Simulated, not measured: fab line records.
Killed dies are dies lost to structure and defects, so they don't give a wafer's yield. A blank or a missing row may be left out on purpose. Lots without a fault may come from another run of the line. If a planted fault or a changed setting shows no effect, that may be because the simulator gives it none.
fab line records	flow nandHarc	part 1 of 2: steps 1 to 25 of 36
[record] lots = 5	wafers = 15	lastDay = 33
route steps=1302 shown A_DECK1_JOINT@530 A_ONON_D2@545
lots that met no fault: from a run of the same line without faults
startH: start of the lot's first displayed wafer, in hours after the record's first day	waitH: how many hours have passed since the lot's step before this one	" identical to the entry in the row above	L1.1+2: a single row standing in for several wafers	- no value present, or no start provided	* or withheld: withheld	< > ~ a bound
route shown NAME@n: NAME is a module with steps in the file, n the number in the route of the first one	usual: average and standard deviation across the fault-free wafers	same: alike in all rows	chamber/n: place in a boat	sites: readings site by site	_std_site: their standard deviation	_edge_site: outer sites' mean less inner sites'	radiusMm: how far each site lies from the wafer's centre	mask NAME#n: copy n	behind: the tool/chamber that last shaped the wafer	hold: reason for holding the lot/hours on hold/outcome of the hold	device: which transistor (n, p or np) failed to switch	end of line: tests run on the same wafers once the route is complete	a step given without rows: its recipe and nothing more	killed: the dies lost at the first sort to structure and to defects; this is not the yield of the wafer	map: per-die view of a wafer (x killed, . not killed, _ where there is no die)
set.NAME: the setting the step ran with; set.NAME@STEP: the setting that earlier step ran with	model.NAME: the simulator's own value behind a step, which no gauge read
lots at selected steps of the route; one table per step, one row per wafer
services: when a tool's chamber went out of use (startH, in hours from the record's first day, below 0 if earlier), for how many hours, and the reason
[[steps]]
[step NHARC_A_DECK1_JOINT_ETCHBACK_00]
[recipe] targetDepthA = 300	timeS = 17.4	hbrFlowSccm = 150	rfW = 350	icpW = 350	biasW = 60	chemistry = HBr
[usual] drypumpMotorCurrentA = 6.0/0.48	hbrFlowSccm = 150.0/0.43	oesProductAu = 1.001/0.0065	throttleValvePct = 23.266/0.0086
lot.wafer	tool	chamber	startH	waitH	drypumpMotorCurrentA	hbrFlowSccm	oesProductAu	rfHoursCounterH	throttleValvePct
L075.1	rieSi-02	1	259.94	0.1	5.5	150.3	1.005	0.98	23.272
L075.2	"	3	"	"	5.9	149.7	0.997	0.97	23.266
L075.6	"	1	"	"	5.5	149.9	1.002	-	23.278
L077.3	rieSi-06	1	278.88	0.1	6.1	150.1	1.001	0.09	23.270
L077.1	"	2	"	"	5.0	149.3	1.000	0.17	23.262
L077.6	"	2	"	"	5.0	150.3	0.995	-	23.270
L078.3	rieSi-06	2	287.40	0.1	5.0	149.4	1.005	0.26	23.265
L078.1	"	3	"	"	6.1	150.5	1.007	0.22	23.263
L078.5	"	1	"	"	6.1	150.5	1.000	-	23.272
L091.2	rieSi-02	0	429.87	0.1	5.6	150.5	1.000	0.94	23.263
L091.5	"	2	"	"	6.2	150.0	0.994	-	23.252
L091.6	"	3	"	"	5.8	150.4	0.990	-	23.273
L097.4	rieSi-02	3	474.23	0.1	5.9	150.4	1.001	0.12	23.267
L097.1	"	0	"	"	5.6	150.2	1.007	0.08	23.263
L097.6	"	1	"	"	5.5	150.1	0.994	-	23.255
[step NHARC_A_DECK1_JOINT_PRECLEAN_30]
[recipe] timeS = *	tempC = 50	bathAgeMin = 0	chemistry = SC1
[usual] bathGuardTempC = 50.1/0.52
lot.wafer	tool	chamber	startH	waitH	bathGuardTempC
L075.6	wetBench-06	1	260.07	0.1	49.7
L075.2	"	2	"	"	49.4
L075.1	"	5	"	"	50.3
L077.1	wetBench-07	5	279.03	0.1	49.8
L077.6	"	6	"	"	49.2
L077.3	"	7	"	"	49.6
L078.1	wetBench-07	4	287.55	0.1	51.1
L078.3	"	5	"	"	49.9
L078.5	"	6	"	"	49.9
L091.2	wetBench-06	3	430.00	0.1	50.0
L091.6	"	6	"	"	50.3
L091.5	"	7	"	"	50.7
L097.4	wetBench-06	3	474.36	0.1	50.6
L097.6	"	4	"	"	50.0
L097.1	"	5	"	"	50.3
[step NHARC_A_DECK1_JOINT_SRD_31]
lot.wafer	tool	chamber	startH	waitH
L075.6+2+1	wetBench-06	1,2,5	-	-
L077.1+6+3	wetBench-07	5,6,7	-	-
L078.1+3+5	wetBench-07	4,5,6	-	-
L091.2+6+5	wetBench-06	3,6,7	-	-
L097.4+6+1	wetBench-06	3,4,5	-	-
[step NHARC_A_DECK1_JOINT_CVD_34]
[recipe] targetThkA = 200	tempC = 700	pressureMtorr = 300	material = SiNx
lot.wafer	tool	chamber	startH	waitH
L075.1+2+6	lpcvd-01	0	263.31	-
L077.1+3+6	lpcvd-01	1	282.27	-
L078.1+3+5	lpcvd-02	1	290.78	-
L091.2+5+6	lpcvd-02	1	433.24	-
L097.1+4+6	lpcvd-01	1	474.52	-
[step NHARC_A_DECK1_JOINT_DEP_06]
[recipe] targetThkA = 800	tempC = 65	material = SiOx
lot.wafer	tool	chamber	startH	waitH
L075.2+1+6	fcvd-01	0,1,0	268.00	0.4
L077.1+3+6	fcvd-02	0,0,1	285.53	0.4
L078.1+3+5	fcvd-01	1,1,0	294.03	0.4
L091.2+5+6	fcvd-01	1,0,1	436.49	0.4
L097.1+4+6	fcvd-01	1,0,0	477.95	0.6
[step NHARC_A_DECK1_JOINT_CURE_26]
[recipe] tempC = 150	timeS = 32	pressureAtm = 0.395
lot.wafer	tool	chamber	startH	waitH
L075.2+1+6	fcvd-01	0,1,0	268.17	0.1
L077.1+3+6	fcvd-02	0,0,1	285.70	0.1
L078.1+3+5	fcvd-01	1,1,0	294.21	0.1
L091.2+5+6	fcvd-01	1,0,1	436.65	0.1
L097.1+4+6	fcvd-01	1,0,0	478.13	0.1
[step NHARC_A_DECK1_JOINT_ANNEAL_27]
[recipe] tempC = 400	timeS = 3600	idleTempC = 300	rampUpCPerMin = 10	densificationPH2oTorr = 640
[usual] rampUpCPerMin = 10.000/0.0019	tubeCenterTempC = 399.99/0.036	tube_center_temp_C_max = 401.01/0.14
lot.wafer	tool	chamber	startH	waitH	rampUpCPerMin	tubeCenterTempC	tube_center_temp_C_max
L075.1	furnace-04	0	271.88	3.7	10.002	400	400.85
L075.2	"	0	"	"	9.9989	399.94	400.76
L075.6	"	0	"	"	10.003	400.01	400.88
L077.1	furnace-02	0	289.14	3.4	9.9993	399.99	400.96
L077.3	"	0	"	"	9.9994	399.99	401.01
L077.6	"	0	"	"	9.9961	400.01	400.99
L078.1	furnace-04	0	297.50	3.3	9.9999	400.03	400.95
L078.3	"	0	"	"	9.9991	399.98	400.93
L078.5	"	0	"	"	10.003	399.99	400.94
L091.2	furnace-02	0	440.77	4.1	9.9991	399.94	400.83
L091.5	"	0	"	"	9.9980	400.02	401.43
L091.6	"	0	"	"	9.9987	400	400.90
L097.1	furnace-02	0	481.23	3.1	10.004	399.93	400.95
L097.4	"	0	"	"	10.002	399.97	401.14
L097.6	"	0	"	"	10.000	400.02	400.99
[step NHARC_A_DECK1_JOINT_ANNEAL_28]
[recipe] tempC = 500	timeS = 1800	idleTempC = 400	rampUpCPerMin = 10	densificationPH2oTorr = 640
[usual] rampUpCPerMin = 10.0000/0.0017	tubeCenterTempC = 500/0.042	tube_center_temp_C_max = 501.28/0.22
lot.wafer	tool	chamber	startH	waitH	rampUpCPerMin	tubeCenterTempC	tube_center_temp_C_max
L075.1	furnace-04	0	282.88	9.3	10.001	499.96	501.36
L075.2	"	0	"	"	9.9987	500.01	501.15
L075.6	"	0	"	"	9.9998	500.02	501.35
L077.1	furnace-02	0	293.47	2.6	9.9984	500	501.18
L077.3	"	0	"	"	9.9992	499.94	501.18
L077.6	"	0	"	"	9.9984	499.97	501.29
L078.1	furnace-04	0	306.58	7.3	9.9962	499.94	501.31
L078.3	"	0	"	"	9.9993	500.02	501.75
L078.5	"	0	"	"	10.002	500.09	501.40
L091.2	furnace-02	0	446.30	3.8	10.0000	500.07	501.33
L091.5	"	0	"	"	10.002	500	501.11
L091.6	"	0	"	"	9.9995	500.01	501.47
L097.1	furnace-02	0	485.52	2.6	9.9987	499.97	501.23
L097.4	"	0	"	"	9.9998	500.04	501.20
L097.6	"	0	"	"	10.000	500.02	501.34
[step NHARC_A_DECK1_JOINT_ANNEAL_29]
[recipe] tempC = 750	timeS = 1800	idleTempC = 500	rampUpCPerMin = 10	rampDownCPerMin = 3
[usual] rampUpCPerMin = 10.0000/0.0018	tubeCenterTempC = 750/0.068	tube_center_temp_C_max = 751.9/0.31
lot.wafer	tool	chamber	startH	waitH	rampUpCPerMin	tubeCenterTempC	tube_center_temp_C_max
L075.1	furnace-04	0	286.69	3.1	9.9981	750	751.8
L075.2	"	0	"	"	10.000	750.1	751.6
L075.6	"	0	"	"	9.9992	749.98	751.7
L077.1	furnace-02	0	296.72	2.6	9.9988	749.94	751.5
L077.3	"	0	"	"	10.001	750.07	751.5
L077.6	"	0	"	"	9.9998	750.06	752.2
L078.1	furnace-04	0	313.75	6.5	10.003	750.1	752.1
L078.3	"	0	"	"	9.9997	749.97	752.0
L078.5	"	0	"	"	10.001	750.06	752.4
L091.2	furnace-02	0	449.54	2.6	10.001	750.08	751.9
L091.5	"	0	"	"	10.000	750.02	752.1
L091.6	"	0	"	"	10.002	750.07	751.9
L097.1	furnace-02	0	488.75	2.6	10.002	749.98	751.6
L097.4	"	0	"	"	9.9983	750.05	752.0
L097.6	"	0	"	"	9.9984	750.11	752.0
[step NHARC_A_DECK1_JOINT_CMP_02]
[recipe] material = SiOx
[usual] motorCurrentA = 12.3/1.1	padLifeWafers = 191/100	slurryFilterDpKPa = 13.50/0.14
lot.wafer	tool	chamber	startH	waitH	motorCurrentA	padLifeWafers	slurryFilterDpKPa
L075.1	cmp-02	3	289.31	0.4	11.3	204	13.38
L075.2	"	1	"	"	13.4	206	13.23
L075.6	"	3	"	"	11.7	-	13.42
L077.3	cmp-02	2	299.46	0.4	12.6	254	13.47
L077.1	"	3	"	"	10.7	255	13.60
L077.6	"	1	"	"	13.3	-	13.64
L078.3	cmp-02	1	316.43	0.4	13.7	342	13.69
L078.1	"	3	"	"	11.9	344	13.64
L078.5	"	2	"	"	12.8	-	13.43
L091.2	cmp-02	2	452.23	0.4	11.9	13	13.39
L091.6	"	1	"	"	14.1	-	13.72
L091.5	"	2	"	"	12.1	-	13.49
L097.1	cmp-03	2	491.43	0.4	11.1	61	13.71
L097.4	"	0	"	"	13.0	63	13.36
L097.6	"	2	"	"	11.8	-	13.37
[step NHARC_A_DECK1_JOINT_SRD_15]
lot.wafer	tool	chamber	startH	waitH
L075.1+6+2	wetBench-07	2,4,6	289.61	0.0
L077.1+6+3	wetBench-06	2,4,5	299.70	0.0
L078.5+1+3	wetBench-04	2,3,4	316.73	0.0
L091.2+5+6	wetBench-07	2,3,7	452.50	0.0
L097.1+4+6	wetBench-06	4,6,7	491.71	0.0
[step NHARC_A_DECK1_JOINT_DEP_16]
[recipe] targetThkA = 450	tempC = 400	pressureTorr = 6.5	rfW = 900	teosFlowSccm = 161.4	flowSccm = 2650	targetThkNm = 45	gas = O2	material = SiO2
[usual] heaterPowerW = 562/74	throttleValvePct = 15.9/0.63
lot.wafer	tool	chamber	startH	waitH	heaterPowerW	throttleValvePct
L075.1	pecvd-03	2	289.70	0.1	474	16.9
L075.2	"	1	"	"	523	14.7
L075.6	"	0	"	"	497	15.7
L077.1	pecvd-04	1	299.82	0.1	717	15.7
L077.3	"	2	"	"	574	15.9
L077.6	"	2	"	"	583	16.2
L078.3	pecvd-02	2	316.82	0.1	580	16.7
L078.1	"	1	"	"	585	15.5
L078.5	"	1	"	"	608	15.3
L091.2	pecvd-03	1	452.59	0.1	442	15.2
L091.6	"	1	"	"	436	15.1
L091.5	"	0	"	"	490	15.9
L097.1	pecvd-02	1	491.85	0.1	661	15.9
L097.4	"	2	"	"	723	17.2
L097.6	"	0	"	"	418	15.3
[step NHARC_A_DECK1_JOINT_THK_MEAS_17]
[recipe] thkMeasGauge = ellipsometry
[usual] thkNm = 45.0/1.1
lot.wafer	tool	chamber	startH	waitH	thkNm
L075.1	filmMetro-01	-	289.98	0.2	44.9
L075.2	"	-	"	"	43.4
L075.6	"	-	"	"	43.6
L077.1	filmMetro-02	-	300.08	0.2	45.1
L077.3	"	-	"	"	45.5
L077.6	"	-	"	"	46.3
L078.1	filmMetro-01	-	317.10	0.2	44.6
L078.3	"	-	"	"	43.3
L078.5	"	-	"	"	43.9
L091.2	filmMetro-01	-	452.87	0.2	46.1
L091.5	"	-	"	"	45.8
L091.6	"	-	"	"	44.1
L097.1	filmMetro-02	-	492.07	0.2	45.0
L097.4	"	-	"	"	43.8
L097.6	"	-	"	"	45.6
[step NHARC_A_DECK1_JOINT_INSPECT_05]
[usual] rawDefectCount = 310/98
lot.wafer	tool	chamber	startH	waitH	rawDefectCount
L075.1	defectInspect-01	-	290.01	0.0	451
L075.2	"	-	"	"	462
L075.6	"	-	"	"	380
L077.1	defectInspect-02	-	300.11	0.0	417
L077.3	"	-	"	"	420
L077.6	"	-	"	"	583
L078.1	defectInspect-02	-	317.13	0.0	230
L078.3	"	-	"	"	165
L078.5	"	-	"	"	260
L091.2	defectInspect-02	-	452.91	0.0	434
L091.5	"	-	"	"	324
L091.6	"	-	"	"	234
L097.1	defectInspect-01	-	492.11	0.0	212
L097.4	"	-	"	"	415
L097.6	"	-	"	"	413
[step NHARC_A_ONON_D2_DEP_00]
[recipe] targetThkA = 10000	n2FlowSccm = 2750	n2oFlowSccm = 2000	nh3FlowSccm = 500	sih4FlowSccm = 210	tempC = 400
[usual] nh3FlowSccm = 500.0/1.5
lot.wafer	tool	chamber	startH	waitH	nh3FlowSccm
L075.1	pecvdOnon-01	0	290.08	0.1	502.8
L075.2	"	0	"	"	500.1
L075.6	"	0	"	"	500.4
L077.1	pecvdOnon-01	0	300.18	0.1	497.1
L077.3	"	0	"	"	498.1
L077.6	"	0	"	"	498.5
L078.1	pecvdOnon-02	0	317.20	0.1	504.9
L078.3	"	0	"	"	502.4
L078.5	"	0	"	"	502.8
L091.2	pecvdOnon-02	0	453.03	0.1	498.4
L091.5	"	0	"	"	500.2
L091.6	"	0	"	"	499.6
L097.1	pecvdOnon-03	0	492.18	0.1	498.4
L097.4	"	0	"	"	498.9
L097.6	"	0	"	"	499.7
[step NHARC_A_ONON_D2_THK_MEAS_02]
[recipe] thkMeasGauge = ellipsometry
[usual] thkNm = 1001/9.5
lot.wafer	tool	chamber	startH	waitH	thkNm
L075.1	filmMetro-02	-	290.59	-	990
L075.2	"	-	"	"	991
L075.6	"	-	"	"	990
L077.1	filmMetro-01	-	300.69	-	994
L077.3	"	-	"	"	996
L077.6	"	-	"	"	993
L078.1	filmMetro-01	-	317.71	-	992
L078.3	"	-	"	"	993
L078.5	"	-	"	"	993
L091.2	filmMetro-01	-	453.48	-	999
L091.5	"	-	"	"	998
L091.6	"	-	"	"	998
L097.1	filmMetro-01	-	492.68	-	987
L097.4	"	-	"	"	988
L097.6	"	-	"	"	990
[step NHARC_A_ONON_D2_DEP_03]
[recipe] targetThkA = 10000	n2FlowSccm = 2750	n2oFlowSccm = 2000	nh3FlowSccm = 500	sih4FlowSccm = 210	tempC = 400
[usual] nh3FlowSccm = 499.7/1.7
lot.wafer	tool	chamber	startH	waitH	nh3FlowSccm
L075.1	pecvdOnon-02	0	290.64	0.1	499.7
L075.2	"	0	"	"	500.5
L075.6	"	0	"	"	501.0
L077.1	pecvdOnon-01	0	300.74	0.1	500.4
L077.3	"	0	"	"	499.8
L077.6	"	0	"	"	500.5
L078.1	pecvdOnon-02	0	317.76	0.1	497.7
L078.3	"	0	"	"	498.6
L078.5	"	0	"	"	498.6
L091.2	pecvdOnon-03	0	453.59	0.1	503.4
L091.5	"	0	"	"	501.8
L091.6	"	0	"	"	500.3
L097.1	pecvdOnon-01	0	492.74	0.1	499.1
L097.4	"	0	"	"	499.4
L097.6	"	0	"	"	500.9
[step NHARC_A_ONON_D2_THK_MEAS_05]
[recipe] thkMeasGauge = ellipsometry
[usual] thkNm = 997/12
lot.wafer	tool	chamber	startH	waitH	thkNm
L075.1	filmMetro-02	-	291.16	-	993
L075.2	"	-	"	"	994
L075.6	"	-	"	"	994
L077.1	filmMetro-02	-	301.25	-	996
L077.3	"	-	"	"	997
L077.6	"	-	"	"	996
L078.1	filmMetro-02	-	318.27	-	993
L078.3	"	-	"	"	994
L078.5	"	-	"	"	993
L091.2	filmMetro-01	-	454.05	-	1004
L091.5	"	-	"	"	1006
L091.6	"	-	"	"	1006
L097.1	filmMetro-02	-	493.25	-	1012
L097.4	"	-	"	"	1011
L097.6	"	-	"	"	1010
[step NHARC_A_ONON_D2_DEP_06]
[recipe] targetThkA = 10000	n2FlowSccm = 2750	n2oFlowSccm = 2000	nh3FlowSccm = 500	sih4FlowSccm = 210	tempC = 400
[usual] nh3FlowSccm = 500.1/1.3
lot.wafer	tool	chamber	startH	waitH	nh3FlowSccm
L075.1	pecvdOnon-03	0	291.21	0.1	501.3
L075.2	"	0	"	"	499.8
L075.6	"	0	"	"	501.2
L077.1	pecvdOnon-01	0	301.31	0.1	500.9
L077.3	"	0	"	"	497.4
L077.6	"	0	"	"	500.7
L078.1	pecvdOnon-02	0	318.32	0.1	500.9
L078.3	"	0	"	"	499.8
L078.5	"	0	"	"	499.2
L091.2	pecvdOnon-02	0	454.16	0.1	499.0
L091.5	"	0	"	"	499.7
L091.6	"	0	"	"	499.5
L097.1	pecvdOnon-02	0	493.31	0.1	503.1
L097.4	"	0	"	"	500.4
L097.6	"	0	"	"	501.6
[step NHARC_A_ONON_D2_THK_MEAS_08]
[recipe] thkMeasGauge = ellipsometry
[usual] thkNm = 999/13
lot.wafer	tool	chamber	startH	waitH	thkNm
L075.1	filmMetro-01	-	291.73	-	1000
L075.2	"	-	"	"	1001
L075.6	"	-	"	"	1003
L077.1	filmMetro-02	-	301.82	-	983
L077.3	"	-	"	"	985
L077.6	"	-	"	"	983
L078.1	filmMetro-01	-	318.84	-	1002
L078.3	"	-	"	"	1001
L078.5	"	-	"	"	1002
L091.2	filmMetro-01	-	454.62	-	1002
L091.5	"	-	"	"	1002
L091.6	"	-	"	"	1002
L097.1	filmMetro-02	-	493.82	-	985
L097.4	"	-	"	"	986
L097.6	"	-	"	"	985
[step NHARC_A_ONON_D2_DEP_09]
[recipe] targetThkA = 10000	n2FlowSccm = 2750	n2oFlowSccm = 2000	nh3FlowSccm = 500	sih4FlowSccm = 210	tempC = 400
[usual] nh3FlowSccm = 499.8/1.5
lot.wafer	tool	chamber	startH	waitH	nh3FlowSccm
L075.1	pecvdOnon-01	0	291.78	0.1	499.5
L075.2	"	0	"	"	497.9
L075.6	"	0	"	"	501.1
L077.1	pecvdOnon-01	0	301.88	0.1	499.8
L077.3	"	0	"	"	499.6
L077.6	"	0	"	"	500.5
L078.1	pecvdOnon-02	0	318.89	0.1	501.1
L078.3	"	0	"	"	500.2
L078.5	"	0	"	"	503.2
L091.2	pecvdOnon-03	0	454.73	0.1	501.5
L091.5	"	0	"	"	500.0
L091.6	"	0	"	"	500.6
L097.1	pecvdOnon-01	0	493.88	0.1	499.8
L097.4	"	0	"	"	498.3
L097.6	"	0	"	"	501.1
[step NHARC_A_ONON_D2_THK_MEAS_11]
[recipe] thkMeasGauge = ellipsometry
[usual] thkNm = 1002/10
lot.wafer	tool	chamber	startH	waitH	thkNm
L075.1	filmMetro-01	-	292.29	-	998
L075.2	"	-	"	"	998
L075.6	"	-	"	"	997
L077.1	filmMetro-01	-	302.39	-	981
L077.3	"	-	"	"	982
L077.6	"	-	"	"	981
L078.1	filmMetro-02	-	319.40	-	997
L078.3	"	-	"	"	995
L078.5	"	-	"	"	994
L091.2	filmMetro-01	-	455.18	-	986
L091.5	"	-	"	"	988
L091.6	"	-	"	"	988
L097.1	filmMetro-02	-	494.42	-	1006
L097.4	"	-	"	"	1004
L097.6	"	-	"	"	1005
[step NHARC_A_ONON_D2_DEP_12]
[recipe] targetThkA = 10000	n2FlowSccm = 2750	n2oFlowSccm = 2000	nh3FlowSccm = 500	sih4FlowSccm = 210	tempC = 400
[usual] nh3FlowSccm = 499.6/1.6
lot.wafer	tool	chamber	startH	waitH	nh3FlowSccm
L075.1	pecvdOnon-02	0	292.35	0.1	497.6
L075.2	"	0	"	"	499.6
L075.6	"	0	"	"	500.5
L077.1	pecvdOnon-03	0	302.46	0.1	499.3
L077.3	"	0	"	"	500.5
L077.6	"	0	"	"	499.9
L078.1	pecvdOnon-03	0	319.46	0.1	498.6
L078.3	"	0	"	"	499.9
L078.5	"	0	"	"	501.6
L091.2	pecvdOnon-03	0	455.44	0.3	500.6
L091.5	"	0	"	"	498.7
L091.6	"	0	"	"	500.6
L097.1	pecvdOnon-03	0	494.47	0.1	498.5
L097.4	"	0	"	"	501.4
L097.6	"	0	"	"	501.4
[step NHARC_A_ONON_D2_THK_MEAS_14]
[recipe] thkMeasGauge = ellipsometry
[usual] thkNm = 1003/10
lot.wafer	tool	chamber	startH	waitH	thkNm
L075.1	filmMetro-02	-	292.85	-	1003
L075.2	"	-	"	"	1003
L075.6	"	-	"	"	1002
L077.1	filmMetro-02	-	302.97	-	985
L077.3	"	-	"	"	986
L077.6	"	-	"	"	986
L078.1	filmMetro-02	-	319.97	-	1001
L078.3	"	-	"	"	1000
L078.5	"	-	"	"	1000
L091.2	filmMetro-01	-	455.89	-	1012
L091.5	"	-	"	"	1013
L091.6	"	-	"	"	1014
L097.1	filmMetro-02	-	494.98	-	995
L097.4	"	-	"	"	996
L097.6	"	-	"	"	996
[step NHARC_A_ONON_D2_ANNEAL_15]
[recipe] tempC = 750	timeS = 3600
[usual] tubeCenterTempC = 750.01/0.061	tube_center_temp_C_max = 751.9/0.34
lot.wafer	tool	chamber	startH	waitH	tubeCenterTempC	tube_center_temp_C_max
L075.1	furnace-06	0	295.88	3.0	750.06	751.8
L075.2	"	0	"	"	749.96	751.9
L075.6	"	0	"	"	749.99	751.3
L077.1	furnace-06	0	305.99	3.0	750.1	752.5
L077.3	"	0	"	"	750.04	751.9
L077.6	"	0	"	"	750.03	752.1
L078.1	furnace-06	0	322.99	3.0	749.96	751.9
L078.3	"	0	"	"	749.91	751.7
L078.5	"	0	"	"	749.96	751.6
L091.2	furnace-06	0	458.91	3.0	749.86	752.1
L091.5	"	0	"	"	749.94	751.8
L091.6	"	0	"	"	750.1	752.7
L097.1	furnace-06	0	499.40	4.4	749.99	751.7
L097.4	"	0	"	"	750.03	752.0
L097.6	"	0	"	"	750.02	751.6
